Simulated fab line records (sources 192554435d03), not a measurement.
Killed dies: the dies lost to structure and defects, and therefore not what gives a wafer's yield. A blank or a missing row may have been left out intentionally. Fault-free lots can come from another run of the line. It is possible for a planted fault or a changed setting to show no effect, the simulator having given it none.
fab line records | flow n5Finfet
record: lots: 5 | wafers: 15 | lastDay: 18
route steps=1938 shown SDB@359 DUMMY_REMOVAL@377 HKMG_FIN@385 PASSIVATION@1936
lots that met no fault: from a run of the same line without faults
startH: the number of hours between the record's first day and the start of the first shown wafer of the lot | waitH: hours since the lot's step before | " as in the row above | L1.1+2: several wafers, shown together as one row | - no value, or no start was given | * or withheld: withheld | < > ~ a bound
route shown NAME@n: names a module that has steps shown in the file, with the first one's number in the route | usual: mean/standard deviation of fault-free wafers | same: alike in all rows | chamber/n: place in a boat | sites: per-site readings | _std_site: how widely they spread, as a standard deviation | _edge_site: outer sites' mean less inner sites' | radiusMm: how far each site lies from the wafer's centre | mask NAME#n: copy n | behind: the tool/chamber that last shaped the wafer | hold: the reason the lot was held/the length of the hold in hours/how it ended | device: whichever transistor did not switch (one of n, p or np) | end of line: the route-end tests of the same wafers | where a step has no rows: the recipe by itself | killed: dies lost to structure and defects at the first sort, not the wafer's yield | map: dies across one wafer; x = killed, . = not, _ = none there
set.NAME: the setting as run; set.NAME@STEP: as run at that earlier step | model.NAME: the simulator's own value behind a step, which no gauge read
lots seen at some steps along the route; tables by step, rows by wafer
services: the hour from which a tool's chamber was out of use, counted from the record's first day as startH (under 0 if before that day), plus the number of hours and why
== steps ==
step: N5_SDB_DESCUM_16
recipe: chemistry: O2 | timeS: 7.9 | sourcePowerW: 50 | biasPowerW: 20 | pressureMtorr: 20 | rfFrequencyHz: 2.712e+07 | tempC: 40 | resist: CAR-ArF | o2FlowSccm: 225
usual: drypumpMotorCurrentA: 5.9/0.41 | oesProductAu: 0.75/0.075 | rfFwdPowerW: 49.36/0.29 | rfVppV: 243.2/1.4 | showerheadPlenumPTorr: 2.09/0.084 | throttleValvePct: 20.43/0.23
lot.wafer | tool       | chamber | startH | waitH | drypumpMotorCurrentA | oesProductAu | rfFwdPowerW | rfHoursCounterH | rfVppV | showerheadPlenumPTorr | throttleValvePct
L218.2    | rieDiel-05 | 1       | 70.26  | 0.0   | 5.2                  | 0.72         | 49.43       | 184             | 243.6  | 2.19                  | 20.74
L218.4    | "          | 2       | "      | "     | 5.5                  | 0.70         | 48.90       | 237             | 242.7  | 2.05                  | 20.27
L218.6    | "          | 0       | "      | "     | 5.8                  | 0.73         | 49.91       | -               | 245.2  | 2.19                  | 20.42
L219.1    | rieDiel-03 | 1       | 77.58  | 0.0   | 6.4                  | 0.80         | 49.23       | 86              | 242.1  | 2.11                  | 20.38
L219.4    | "          | 0       | "      | "     | 6.3                  | 0.67         | 49.23       | 205             | 241.7  | 2.08                  | 20.55
L219.6    | "          | 3       | "      | "     | 5.9                  | 0.74         | 49.49       | -               | 243.6  | 2.07                  | 19.99
L225.1    | rieDiel-02 | 2       | 116.63 | 0.2   | 5.8                  | 0.70         | 48.87       | 225             | 243.3  | 2.07                  | 20.73
L225.4    | "          | 1       | "      | "     | 5.4                  | 0.74         | 49.17       | 161             | 243.8  | 2.18                  | 20.22
L225.6    | "          | 3       | "      | "     | 6.0                  | 0.89         | 49.49       | -               | 242.7  | 2.03                  | 20.35
L239.1    | rieDiel-05 | 3       | 202.92 | 0.2   | 6.5                  | 0.69         | 49.49       | 213             | 245.1  | 2.16                  | 20.66
L239.4    | "          | 0       | "      | "     | 5.8                  | 0.69         | 49.57       | 230             | 243.1  | 2.17                  | 20.48
L239.6    | "          | 2       | "      | "     | 5.5                  | 0.91         | 49.06       | -               | 242.2  | 2.03                  | 20.04
L240.2    | rieDiel-03 | 0       | 213.79 | 0.2   | 6.3                  | 0.66         | 49.22       | 250             | 244.6  | 2.06                  | 20.64
L240.4    | "          | 1       | "      | "     | 6.4                  | 0.76         | 49.16       | -               | 243.3  | 2.10                  | 20.45
L240.6    | "          | 3       | "      | "     | 5.9                  | 0.72         | 49.57       | -               | 242.5  | 2.05                  | 20.04
step: N5_SDB_ETCH_17
recipe: chemistry: CF4 | target: SiARC | targetDepthA: 234 | maskMaterial: CAR-ArF | timeS: 39 | ionEnergyEv: 80 | pressureMtorr: 40 | sourceW: 545 | biasW: 36 | Ar_flow_sccm: 100 | cf4FlowSccm: 100 | ends: cleared
step: N5_SDB_ETCH_18
recipe: chemistry: N2/H2 | target: SOC | targetDepthA: 1000 | overetchA: 200 | maskMaterial: SiARC | tempC: 40 | timeS: 150 | ionEnergyEv: 200 | pressureMtorr: 30 | sourceW: 840 | biasW: 150 | n2FlowSccm: 200 | h2FlowSccm: 200
step: N5_SDB_STRIP_19
recipe: chemistry: N2/H2 | tempC: 40 | n2FlowSccm: 200 | h2FlowSccm: 200 | rfFrequencyHz: 6e+07
step: N5_SDB_STRIP_21
recipe: chemistry: CF4 | resist: SiARC | powerW: 300 | biasPowerW: 75 | pressureMtorr: 50 | cf4FlowSccm: 150 | rfFrequencyHz: 6e+07
step: N5_SDB_HM_OPEN_20
recipe: chemistry: CH3F/O2 | target: SiNx | maskMaterial: SOC | targetDepthA: 240 | stopOn: poly-Si | overEtchFrac: 0.4 | ionEnergyEv: 120 | pressureMtorr: 30 | sourceW: 395 | biasW: 73 | Ar_flow_sccm: 150 | CH3F_flow_sccm: 30 | O2_flow_sccm: 20
usual: drypumpMotorCurrentA: 5.8/0.41 | oesProductAu: 0.62/0.056 | rfFwdPowerW: 391.8/1.8 | rfVppV: 300/6.2 | showerheadPlenumPTorr: 2.00/0.076 | throttleValvePct: 16.39/0.19
lot.wafer | tool       | chamber | startH | waitH | drypumpMotorCurrentA | oesProductAu | rfFwdPowerW | rfHoursCounterH | rfVppV | showerheadPlenumPTorr | throttleValvePct
L218.2    | rieDiel-05 | 1       | 70.49  | 0.0   | 5.1                  | 0.59         | 391.3       | 184             | 299    | 2.08                  | 16.62
L218.4    | "          | 2       | "      | "     | 5.5                  | 0.58         | 390.1       | 237             | 306    | 1.97                  | 16.38
L218.6    | "          | 0       | "      | "     | 5.8                  | 0.61         | 392.6       | -               | 300    | 2.08                  | 16.22
L219.1    | rieDiel-03 | 1       | 77.81  | 0.0   | 6.4                  | 0.66         | 390.7       | 86              | 289    | 2.03                  | 16.34
L219.4    | "          | 0       | "      | "     | 6.3                  | 0.59         | 390.8       | 206             | 295    | 1.97                  | 16.46
L219.6    | "          | 3       | "      | "     | 5.9                  | 0.62         | 391.9       | -               | 290    | 2.00                  | 16.13
L225.1    | rieDiel-02 | 3       | 116.86 | 0.0   | 6.0                  | 0.71         | 392.3       | 25              | 293    | 1.95                  | 16.27
L225.4    | "          | 2       | "      | "     | 5.8                  | 0.59         | 391.9       | 225             | 311    | 1.97                  | 16.57
L225.6    | "          | 0       | "      | "     | 6.3                  | 0.64         | 393.4       | -               | 299    | 1.85                  | 16.43
L239.1    | rieDiel-05 | 3       | 203.15 | 0.0   | 6.5                  | 0.56         | 393.2       | 213             | 300    | 2.07                  | 16.67
L239.4    | "          | 0       | "      | "     | 5.8                  | 0.58         | 391.5       | 230             | 299    | 2.06                  | 16.30
L239.6    | "          | 2       | "      | "     | 5.5                  | 0.73         | 388.3       | -               | 307    | 1.96                  | 16.01
L240.2    | rieDiel-03 | 0       | 214.02 | 0.0   | 6.3                  | 0.56         | 389.0       | 250             | 294    | 1.96                  | 16.53
L240.4    | "          | 1       | "      | "     | 6.3                  | 0.64         | 391.3       | -               | 289    | 2.01                  | 16.42
L240.6    | "          | 3       | "      | "     | 5.9                  | 0.58         | 392.6       | -               | 290    | 1.98                  | 16.18
step: N5_SDB_STRIP_22
recipe: chemistry: N2/H2 | powerW: 1000 | tempC: 250 | h2Frac: 0.65 | overashFraction: 0.3 | pressureMtorr: withheld | n2FlowSccm: 1750 | h2FlowSccm: 3250
step: N5_SDB_PRECLEAN_23
recipe: chemistry: dHF | timeS: 30 | tempC: 25 | dilution: withheld
step: N5_SDB_DUMMY_REMOVE_24
recipe: chemistry: TMAH | tempC: 70 | target: poly-Si | stopOn: SiO2 | targetDepthNm: 142 | concWtPct: 5 | timeS: 57 | dry: ipaMarangoni | rinseTimeS: 30 | rinseTempC: 23
step: N5_SDB_ETCH_25
recipe: chemistry: C4F6/O2 | target: SiO2 | targetDepthA: 100 | timeS: 3.3 | ionEnergyEv: 250 | maskMaterial: SiNx | pressureMtorr: 30 | sourceW: 345 | biasW: 185 | Ar_flow_sccm: 300 | C4F6_flow_sccm: 10 | O2_flow_sccm: 10
usual: drypumpMotorCurrentA: 5.9/0.41 | oesProductAu: 0.75/0.076 | rfFwdPowerW: 342.5/1.4 | rfVppV: 668/15 | showerheadPlenumPTorr: 2.85/0.095 | throttleValvePct: 21.20/0.17
lot.wafer | tool       | chamber | startH | waitH | drypumpMotorCurrentA | oesProductAu | rfFwdPowerW | rfHoursCounterH | rfVppV | showerheadPlenumPTorr | throttleValvePct
L218.2    | rieDiel-03 | 2       | 70.79  | 0.0   | 5.5                  | 0.70         | 343.5       | 205             | 648    | 2.82                  | 21.15
L218.4    | "          | 3       | "      | "     | 6.0                  | 0.75         | 343.4       | 161             | 648    | 2.85                  | 20.93
L218.6    | "          | 2       | "      | "     | 5.4                  | 0.70         | 343.4       | -               | 649    | 2.82                  | 21.14
L219.1    | rieDiel-03 | 0       | 78.10  | 0.0   | 6.3                  | 0.68         | 342.0       | 206             | 660    | 2.81                  | 21.19
L219.4    | "          | 1       | "      | "     | 6.3                  | 0.81         | 342.5       | 86              | 649    | 2.89                  | 21.22
L219.6    | "          | 3       | "      | "     | 5.9                  | 0.76         | 342.0       | -               | 650    | 2.85                  | 20.91
L225.1    | rieDiel-02 | 2       | 117.16 | 0.0   | 5.8                  | 0.70         | 341.7       | 225             | 695    | 2.81                  | 21.36
L225.4    | "          | 3       | "      | "     | 5.9                  | 0.89         | 341.6       | -               | 657    | 2.77                  | 21.15
L225.6    | "          | 1       | "      | "     | 5.4                  | 0.74         | 341.5       | -               | 678    | 2.99                  | 21.12
L239.1    | rieDiel-03 | 1       | 204.05 | 0.5   | 6.3                  | 0.77         | 342.3       | 129             | 646    | 2.87                  | 21.27
L239.4    | "          | 0       | "      | "     | 6.3                  | 0.66         | 341.2       | -               | 658    | 2.79                  | 21.25
L239.6    | "          | 3       | "      | "     | 5.9                  | 0.73         | 344.9       | -               | 647    | 2.83                  | 20.99
L240.2    | rieDiel-02 | 2       | 214.32 | 0.0   | 5.8                  | 0.95         | 341.3       | 3               | 697    | 2.79                  | 21.02
L240.4    | "          | 0       | "      | "     | 6.3                  | 0.73         | 344.2       | 160             | 670    | 2.62                  | 21.31
L240.6    | "          | 2       | "      | "     | 5.8                  | 0.96         | 340.2       | -               | 696    | 2.79                  | 21.02
step: N5_SDB_CUT_ETCH_26
recipe: chemistry: HBr/Cl2/O2 | target: Si | targetDepthA: 1296 | btTimeS: 20 | maskMaterial: SiNx | timeS: 51.8 | ionEnergyEv: * | biasW: * | pressureMtorr: 10 | icpW: 800 | HBr_flow_sccm: 150 | Cl2_flow_sccm: 80 | O2_flow_sccm: 12
usual: drypumpMotorCurrentA: 5.47/0.25 | oesProductAu: 0.992/0.018 | rfFwdPowerW: * | throttleValvePct: 37.18/0.29
lot.wafer | tool     | chamber | startH | waitH | drypumpMotorCurrentA | oesProductAu | rfFwdPowerW | rfHoursCounterH | throttleValvePct
L218.2    | rieSi-01 | 3       | 70.87  | 0.1   | 5.37                 | 0.958        | *           | 96              | 36.88
L218.4    | "        | 2       | "      | "     | 5.81                 | 1.029        | *           | 147             | 37.01
L218.6    | "        | 0       | "      | "     | 5.72                 | 1.006        | *           | -               | 37.38
L219.1    | rieSi-04 | 3       | 78.19  | 0.1   | 5.52                 | 1.005        | *           | 76              | 37.49
L219.4    | "        | 1       | "      | "     | 5.28                 | 0.988        | *           | 31              | 37.44
L219.6    | "        | 1       | "      | "     | 5.26                 | 0.992        | *           | -               | 37.44
L225.1    | rieSi-03 | 0       | 117.25 | 0.1   | 5.98                 | 0.989        | *           | 112             | 37.59
L225.4    | "        | 2       | "      | "     | 5.53                 | 0.970        | *           | 66              | 36.47
L225.6    | "        | 0       | "      | "     | 5.97                 | 0.982        | *           | -               | 37.61
L239.1    | rieSi-01 | 2       | 204.15 | 0.1   | 5.77                 | 1.030        | *           | 149             | 37.02
L239.4    | "        | 0       | "      | "     | 5.74                 | 1.012        | *           | 135             | 37.37
L239.6    | "        | 0       | "      | "     | 5.75                 | 1.018        | *           | -               | 37.37
L240.2    | rieSi-01 | 2       | 214.40 | 0.1   | 5.76                 | 1.027        | *           | 149             | 37.02
L240.4    | "        | 0       | "      | "     | 5.76                 | 1.003        | *           | 136             | 37.35
L240.6    | "        | 3       | "      | "     | 5.42                 | 0.972        | *           | -               | 36.87
step: N5_SDB_PRECLEAN_38
recipe: chemistry: dHF | timeS: 10 | dilution: 750:1 | tempC: 25
step: N5_SDB_PRECLEAN_39
recipe: chemistry: O3/DIW | timeS: 45 | tempC: 22 | o3Ppm: 10
usual: o3Ppm: 10.00/0.11
lot.wafer | tool        | chamber | startH | waitH | o3Ppm
L218.2    | wetBench-01 | 7       | 70.99  | 0.0   | 9.94
L218.4    | "           | 0       | "      | "     | 9.89
L218.6    | "           | 2       | "      | "     | 9.85
L219.1    | wetBench-01 | 2       | 78.31  | 0.0   | 9.86
L219.4    | "           | 6       | "      | "     | 9.75
L219.6    | "           | 4       | "      | "     | 9.99
L225.1    | wetBench-03 | 1       | 117.37 | 0.0   | 10.01
L225.4    | "           | 3       | "      | "     | 10.06
L225.6    | "           | 6       | "      | "     | 10.12
L239.1    | wetBench-03 | 4       | 204.27 | 0.0   | 10.03
L239.4    | "           | 3       | "      | "     | 10.16
L239.6    | "           | 0       | "      | "     | 9.75
L240.2    | wetBench-01 | 4       | 214.52 | 0.0   | 10.11
L240.4    | "           | 0       | "      | "     | 10.12
L240.6    | "           | 7       | "      | "     | 10.13
step: N5_SDB_SRD_28
recipe: dry: ipaMarangoni | timeS: 30 | tempC: 23 | rinseLiquid: diw
step: N5_SDB_ALD_29
recipe: material: SiNx | targetThkA: 300 | tempC: 400 | aldPrecursorFamily: SiH2I2 | aldCoReactant: N2/H2-plasma | pulseTimeS: 1 | aldCycles: 600 | purgeTimeS: 2 | coReactantPurgeTimeS: 2 | pressureTorr: 2
step: N5_SDB_CMP_30
recipe: stopOn: poly-Si | tOverpolishS: 1.54 | postCmpClean: alkalineBrush | downForcePsi: 4.1491 | platenRpm: 51.796 | padVelocityMS: 1.0306 | targetThkNm: 30
step: N5_SDB_THK_MEAS_31
recipe: reads: a-Si_of_DUMMY_GATE_CVD_03
usual: SDB_THK: 64.3/1
lot.wafer | tool         | chamber | startH | waitH | SDB_THK[nm]
L218.2    | filmMetro-02 | -       | 74.22  | -     | 64.5
L218.4    | "            | -       | "      | "     | 63.6
L218.6    | "            | -       | "      | "     | 63.4
L219.1    | filmMetro-01 | -       | 81.46  | -     | 63.9
L219.4    | "            | -       | "      | "     | 62.8
L219.6    | "            | -       | "      | "     | 66.7
L225.1    | filmMetro-02 | -       | 120.91 | -     | 64.3
L225.4    | "            | -       | "      | "     | 65.7
L225.6    | "            | -       | "      | "     | 64.7
L239.1    | filmMetro-02 | -       | 208.71 | -     | 63.4
L239.4    | "            | -       | "      | "     | 62.8
L239.6    | "            | -       | "      | "     | 64.4
L240.2    | filmMetro-01 | -       | 217.75 | -     | 64.8
L240.4    | "            | -       | "      | "     | 64.6
L240.6    | "            | -       | "      | "     | 64.1
step: N5_DUMMY_REMOVAL_HM_STRIP_01
recipe: chemistry: CH3F/O2 | material: SiNx | targetDepthA: 40 | stopOn: poly-Si | timeS: 6.8 | overEtchFrac: 0.3 | ionEnergyEv: 60 | powerW: 410 | biasW: 29 | Ar_flow_sccm: 150 | CH3F_flow_sccm: 30 | O2_flow_sccm: 20
step: N5_DUMMY_REMOVAL_STRIP_10
recipe: chemistry: N2/H2 | timeS: 40 | powerW: 100 | tempC: 40 | pressureMtorr: 100 | rfFrequencyHz: 6e+07 | biasPowerW: 3 | n2FlowSccm: 300 | h2FlowSccm: 300
step: N5_DUMMY_REMOVAL_PRECLEAN_07
recipe: chemistry: dHF | timeS: 30 | tempC: 25 | dilution: withheld
step: N5_DUMMY_REMOVAL_DUMMY_REMOVE_02
recipe: chemistry: TMAH | tempC: 70 | target: poly-Si | stopOn: SiO2 | targetDepthNm: 142 | concWtPct: 5 | timeS: 57 | dry: ipaMarangoni | rinseTimeS: 30 | rinseTempC: 23
step: N5_DUMMY_REMOVAL_PRECLEAN_08
recipe: chemistry: NF3:NH3 | afsCycles: 2 | tempC: 30 | timeS: 20 | sublimationTempC: 180 | sublimationTimeS: 60 | pressureTorr: 3 | rfPowerW: 30
step: N5_DUMMY_REMOVAL_PRECLEAN_04
recipe: chemistry: DHF | timeS: 37 | tempC: 25 | dilution: 500:1
step: N5_DUMMY_REMOVAL_SRD_05
recipe: dry: ipaMarangoni | doPpb: 5 | timeS: 30 | tempC: 23 | rinseLiquid: diw
step: N5_HKMG_FIN_IL_REGROW_00
recipe: material: SiO2 | targetThkA: 7.5 | chemistry: O3 | tempC: withheld | timeS: 30
step: N5_HKMG_FIN_HK_ALD_01
recipe: material: HfO2 | targetThkA: 16 | tempC: withheld | aldPrecursorFamily: HfCl4 | aldCoReactant: H2O | pulseTimeS: 3 | purgeTimeS: 3 | coReactantPurgeTimeS: 2.5 | coReactantPulseTimeS: 0.3 | aldCycles: 30
step: N5_HKMG_FIN_HK_ANNEAL_02
recipe: tempC: 700 | timeS: 30 | ambient: N2 | idleTempC: 600 | rampUpCPerS: 150 | rampDownCPerS: 60 | coolToC: 600
step: N5_HKMG_FIN_ALD_74
recipe: material: La2O3 | targetThkA: 5 | tempC: 250 | aldPrecursorFamily: La-Cp | aldCoReactant: O3 | pulseTimeS: 6 | coReactantPulseTimeS: 1 | purgeTimeS: 3 | coReactantPurgeTimeS: 3
usual: heaterPowerW: 356/23 | precursorPulseHeightRel: 0.998/0.019
lot.wafer | tool     | chamber | startH | waitH | heaterPowerW | precursorPulseHeightRel
L218.2    | aldHk-03 | 2       | 75.23  | 0.2   | 354          | 1.000
L218.4    | "        | 3       | "      | "     | 377          | 1.033
L218.6    | "        | 2       | "      | "     | 357          | 0.978
L219.1    | aldHk-02 | 3       | 82.65  | 0.2   | 313          | 0.995
L219.4    | "        | 0       | "      | "     | 304          | 0.956
L219.6    | "        | 3       | "      | "     | 317          | 0.996
L225.1    | aldHk-03 | 0       | 121.94 | 0.2   | 369          | 1.003
L225.4    | "        | 1       | "      | "     | 369          | 0.988
L225.6    | "        | 2       | "      | "     | 352          | 0.993
L239.1    | aldHk-03 | 1       | 210.49 | 0.2   | 356          | 0.963
L239.4    | "        | 2       | "      | "     | 359          | 0.984
L239.6    | "        | 1       | "      | "     | 351          | 1.009
L240.2    | aldHk-03 | 2       | 218.92 | 0.2   | 361          | 0.981
L240.4    | "        | 3       | "      | "     | 364          | 0.975
L240.6    | "        | 0       | "      | "     | 371          | 0.973
step: N5_HKMG_FIN_ALD_75
recipe: material: Al2O3 | targetThkA: 10 | tempC: 150 | aldPrecursorFamily: TMA | aldCoReactant: H2O | pulseTimeS: withheld | coReactantPulseTimeS: 1
step: N5_HKMG_FIN_COAT_41
recipe: resist: SOC | tempC: 250 | timeS: 60 | spinRpm: 1500 | resistThkNm: 300
step: N5_HKMG_FIN_COAT_42
recipe: resist: SiARC | tempC: 220 | timeS: 60 | spinRpm: 1500 | resistThkNm: 35
step: N5_HKMG_FIN_COAT_43
recipe: resist: CAR-ArF | spinRpm: 1500 | resistThkNm: 90
step: N5_HKMG_FIN_EBR_45
recipe: solvent: PGMEA | ebrWidthMm: 1.5
step: N5_HKMG_FIN_SOFTBAKE_44
recipe: tempC: 110 | timeS: 60 | resist: CAR-ArF
step: N5_HKMG_FIN_EXPOSE_46
recipe: maskId: NDIPOLE | na: 1.35 | sourceShape: conventional | sigmaOuter: 0.8 | polarization: unpolarized | doseMj: 40
step: N5_HKMG_FIN_PEB_47
recipe: pebTempC: withheld | pebTimeS: 60 | resist: CAR-ArF
step: N5_HKMG_FIN_DEVELOP_48
recipe: developTimeS: 30 | developer: TMAH | resist: CAR-ArF | rinseLiquid: diw | dry: airSpin | devTempC: 23
step: N5_HKMG_FIN_CD_MEAS_49
recipe: targetCdNm: 202 | landingEnergyEv: 500 | detector: seInlens | polarity: opening
usual: cdNm: 202.2/0.66
lot.wafer | tool     | chamber | startH | waitH | cdNm
L218.2    | cdSem-02 | 0       | 75.77  | -     | 201.8
L218.4    | "        | 0       | "      | "     | 201.8
L218.6    | "        | 0       | "      | "     | 202.6
L219.1    | cdSem-02 | 0       | 83.07  | -     | 202.0
L219.4    | "        | 0       | "      | "     | 201.7
L219.6    | "        | 0       | "      | "     | 203.2
L225.1    | cdSem-02 | 0       | 122.36 | -     | 201.6
L225.4    | "        | 0       | "      | "     | 202.7
L225.6    | "        | 0       | "      | "     | 201.0
L239.1    | cdSem-02 | 0       | 211.04 | -     | 201.9
L239.4    | "        | 0       | "      | "     | 202.8
L239.6    | "        | 0       | "      | "     | 202.3
L240.2    | cdSem-02 | 0       | 219.36 | -     | 201.5
L240.4    | "        | 0       | "      | "     | 202.3
L240.6    | "        | 0       | "      | "     | 203.2
step: N5_HKMG_FIN_OVL_MEAS_50
recipe: pointsPerWafer: 44
usual: NDIPOLE_OVL: 0.2/0.82
lot.wafer | tool       | chamber | startH | waitH | NDIPOLE_OVL[nm]
L218.2    | overlay-01 | 0       | 75.80  | 0.0   | 0.8
L218.4    | "          | 0       | "      | "     | 0.2
L218.6    | "          | 0       | "      | "     | 0.3
L219.1    | overlay-01 | 0       | 83.10  | 0.0   | 0.0
L219.4    | "          | 0       | "      | "     | 0.2
L219.6    | "          | 0       | "      | "     | 1.2
L225.1    | overlay-01 | 0       | 122.39 | 0.0   | -1.1
L225.4    | "          | 0       | "      | "     | -1.5
L225.6    | "          | 0       | "      | "     | -1.3
L239.1    | overlay-01 | 0       | 211.07 | 0.0   | 1.8
L239.4    | "          | 0       | "      | "     | 0.9
L239.6    | "          | 0       | "      | "     | 0.6
L240.2    | overlay-01 | 0       | 219.39 | 0.0   | -0.3
L240.4    | "          | 0       | "      | "     | 0.6
L240.6    | "          | 0       | "      | "     | -0.4
step: N5_PASSIVATION_PROBE_49
usual: defectLimitedYield: 91.3/1.3 | killed_at_M0_to_M3: 35/9.3 | killed_at_M4_up: 14/5.2 | killedAtContacts: 12/5.9 | killedAtFrontEnd: 38/11 | killedAtOther: 4/3.7 | killedDies: 103/15 | killedOpen: 67/12 | killedShort: 34/8 | sort_bin_5_function: 5.1/0.88 | sort_bin_6_memory: 3.3/0.65 | sortNPass: 1077/15 | sortYieldPct: 91.3/1.3
same: grossDies: 1180 | killedAtBackSide: 0 | sort_bin_4_leakage[%]: 0 | sort_bin_8_speed[%]: 0
lot.wafer | tool      | chamber | startH | waitH | defectLimitedYield[%] | killed_at_M0_to_M3 | killed_at_M4_up | killedAtContacts | killedAtFrontEnd | killedAtOther | killedDies | killedOpen | killedShort | sort_bin_5_function[%] | sort_bin_6_memory[%] | sortNPass | sortYieldPct[%]
L219.1    | prober-02 | -       | 297.37 | 0.0   | 92.3                  | 32                 | 15              | 15               | 27               | 2             | 91         | 61         | 28          | 3.9                    | 3.5                  | 1089      | 92.3
L219.4    | prober-02 | -       | 297.52 | 0.2   | 91.9                  | 36                 | 21              | 15               | 18               | 5             | 95         | 74         | 20          | 5.0                    | 2.7                  | 1085      | 91.9
L219.6    | prober-02 | -       | 297.62 | 0.3   | 92.0                  | 34                 | 13              | 9                | 33               | 5             | 94         | 58         | 36          | 4.4                    | 3.0                  | 1086      | 92.0
L225.1    | prober-02 | -       | 341.92 | 0.0   | 77.4                  | 37                 | 20              | 8                | 199              | 3             | 267        | 76         | 36          | 14.1                   | 4.7                  | 913       | 77.4
L225.4    | prober-02 | -       | 342.07 | 0.2   | 89.9                  | 25                 | 23              | 9                | 50               | 12            | 119        | 76         | 41          | 6.1                    | 3.6                  | 1061      | 89.9
L225.6    | prober-02 | -       | 342.17 | 0.3   | 91.7                  | 29                 | 8               | 20               | 36               | 5             | 98         | 67         | 28          | 4.7                    | 3.5                  | 1082      | 91.7
killed by level:class
L219.1 STI_FIN_REVEAL:geometricParticle:open=14 MOL_CONTACT_COAG:geometricParticle:open=13 BEOL_M0_SAQP:geometricParticle:short=12 BEOL_M0_SAQP:geometricParticle:open=10 BEOL_M4:geometricParticle:open=8 BEOL_M3:geometricParticle:open=6 BEOL_M0:geometricParticle:open=3 FIN_SAQP:geometricParticle:short=2
L219.4 BEOL_M4:geometricParticle:open=14 MOL_CONTACT_COAG:geometricParticle:open=13 BEOL_M3:geometricParticle:open=11 BEOL_M0_SAQP:geometricParticle:open=10 BEOL_M0_SAQP:geometricParticle:short=8 STI_FIN_REVEAL:geometricParticle:open=7 DUMMY_GATE:geometricParticle:open=3 BEOL_M4:geometricParticle:short=3
L219.6 BEOL_M0_SAQP:geometricParticle:open=16 STI_FIN_REVEAL:geometricParticle:open=11 BEOL_M0_SAQP:geometricParticle:short=11 FIN_SAQP:geometricParticle:short=9 BEOL_M4:geometricParticle:open=7 MOL_CONTACT_COAG:geometricParticle:open=6 DUMMY_GATE:geometricParticle:open=4 MOL_CONTACT_COAG:geometricParticle:short=3
L225.1 SDB:unspecified=155 FIN_SAQP:geometricParticle:open=11 FIN_SAQP:geometricParticle:short=10 BEOL_M3:geometricParticle:open=10 BEOL_M4:geometricParticle:open=10 BEOL_M0_SAQP:geometricParticle:open=9 STI_FIN_REVEAL:geometricParticle:open=8 MOL_CONTACT_COAG:geometricParticle:open=6
L225.4 STI_FIN_REVEAL:geometricParticle:open=14 FIN_SAQP:geometricParticle:short=9 BEOL_M4:geometricParticle:open=9 MOL_CONTACT_COAG:geometricParticle:open=8 FIN_SAQP:geometricParticle:open=6 STARTING-WAFER:geometricParticle:short=6 STI_FIN_REVEAL:geometricParticle:short=6 BEOL_M3:geometricParticle:open=6
L225.6 MOL_CONTACT_COAG:geometricParticle:open=14 STI_FIN_REVEAL:geometricParticle:open=9 BEOL_M3:geometricParticle:open=8 FIN_SAQP:geometricParticle:open=6 MOL_CONTACT_COAG:geometricParticle:short=6 FIN_SAQP:geometricParticle:short=5 DUMMY_GATE:geometricParticle:open=5 BEOL_M0_SAQP:geometricParticle:short=5
map L225.1 (x killed, . not)
_________________............________________
______________.....x.........xx._____________
___________....x............xx...x.__________
__________.......x.........x.x.....x_________
________.......................x.....x_______
_______............x...................______
______............x.....x............x.._____
_____x...x.........x........x............____
____xx..x........x.x......................___
___........x...............................__
___................x.........xx.....x......__
__.....x.......x........x...x.......x......._
__....x..x...............x..........x.....x._
_x...............x.x......x.................x
_.....x...x..x...............................
_...x.........x.xx.......x.xx...x.x..........
_..........x....................x............
_...............x................x.x.x...x...
_...x...x......x.......x...x...............x.
_.....xx...............xx.x..xx........x.....
_........x..x...xx.....xx.x.xx...............
__x...................xxx.xxxxxx......x...x._
__..x..x...........xxxxxxxxxxxxxxx....xx...x_
___................x.xxxxxxxxxxxx..........__
___...............xxxxxxxxxxxxxx........x..__
____x......x.....xxxxxxxxxxxxxxxxxx.......___
_____..........x..xxxxxxxxxxxxxxxx.......____
______x.........xx.xxxxxxxxxxxxxxx......_____
_______......x...x.xxxxxxxxxxxxxxx.....______
________.x..x....xxxxxxxxxxxxxxx.x.x.._______
__________...........xxxxxxxxx..x..._________
___________....x....x..xxxxxx..x.x.__________
______________...x...........x.._____________
_________________x...xxxx..x.________________
map L239.4 (x killed, . not)
_________________.x...x...x..________________
______________.....x..x........._____________
___________........................__________
__________...........x..........x..._________
________..x.....................x....._______
_______...............x................______
______.................................x_____
_____......x..x..........................____
____.....................x.x..............___
___........x....xx.......x...xx............__
___.........x....................x.........__
__...........x.....x..x....................._
__.x..x.........x.x................x.......x_
_........x...............x...........x.......
_...............x..............x.............
_.....x......x........x...x........x....xx...
_...x............x.......x..................x
_...........x..x.x...........................
_.........x..................xx.....x......x.
_.........................x.....x..x.....x...
_x..x.............x.......x.............x....
__x..........x......x........x.xx..........._
__x...............x.....................x..._
___..x...x.x..........x.........x.....x....__
___..x.....x...........x...................__
____...........x......................x...___
_____........x............x..........x..x____
______..............................x..._____
_______...............................x______
________....x........................._______
__________..............x..........._________
___________....x.x.................__________
______________.....x........x..._____________
_________________...x........________________
== services ==
tool        | chamber | startH | hours | kind
wetBench-01 | -       | 60.57  | 4.4   | repair
wetBench-03 | -       | 61.35  | 15.2  | repair
rieSi-01    | 2       | 64.85  | 0.9   | repair
wetBench-03 | -       | 107.62 | 3.6   | repair
rieDiel-05  | 2       | 109.16 | -     | clean
rieDiel-05  | 2       | 109.16 | -     | consumableReplace:focusRing
rieDiel-05  | 2       | 109.16 | 22.5  | scheduledDown
rieDiel-05  | 2       | 109.16 | 22.5  | ventCycle
wetBench-03 | -       | 126.52 | 0.6   | repair
aldHk-02    | -       | 137.68 | 1.9   | repair
rieDiel-05  | 1       | 141.45 | 1.7   | repair
wetBench-03 | -       | 150.44 | 1.5   | repair
rieDiel-02  | 2       | 188.84 | -     | clean
rieDiel-02  | 2       | 188.84 | -     | consumableReplace:focusRing
rieDiel-02  | 2       | 188.84 | 16.3  | scheduledDown
rieDiel-02  | 2       | 188.84 | 16.3  | ventCycle
rieDiel-03  | 2       | 203.59 | -     | clean
rieDiel-03  | 2       | 203.59 | -     | consumableReplace:focusRing
rieDiel-03  | 2       | 203.59 | 17.8  | scheduledDown
rieDiel-03  | 2       | 203.59 | 17.8  | ventCycle
rieSi-04    | -       | 209.17 | 1.1   | repair
rieSi-03    | 1       | 210.34 | 8.9   | repair
rieDiel-03  | 1       | 217.32 | 3.5   | repair
== key ==
firstSign: step: N5_PASSIVATION_PROBE_49 | reading: killedAtFrontEnd | direction: up | sigmas: 15 | usual: 38 | struck: 199
effect: step: N5_PASSIVATION_PROBE_49 | reading: defectLimitedYield | direction: down | sigmas: 11 | usual: 91.3 | struck: 77.4
moreKillsBornAt: N5_SDB_PRECLEAN_39@wetBench-03: 155
metAt N5_SDB_PRECLEAN_39
struckWafers L225.1
fault: kind: chamberParticleSource | tool: wetBench-03 | chamber: 1 | onsetH: 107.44 | steps: N5_SDB_PRECLEAN_39 | ratePerVisitCm2: 1.5239 | endH: 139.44
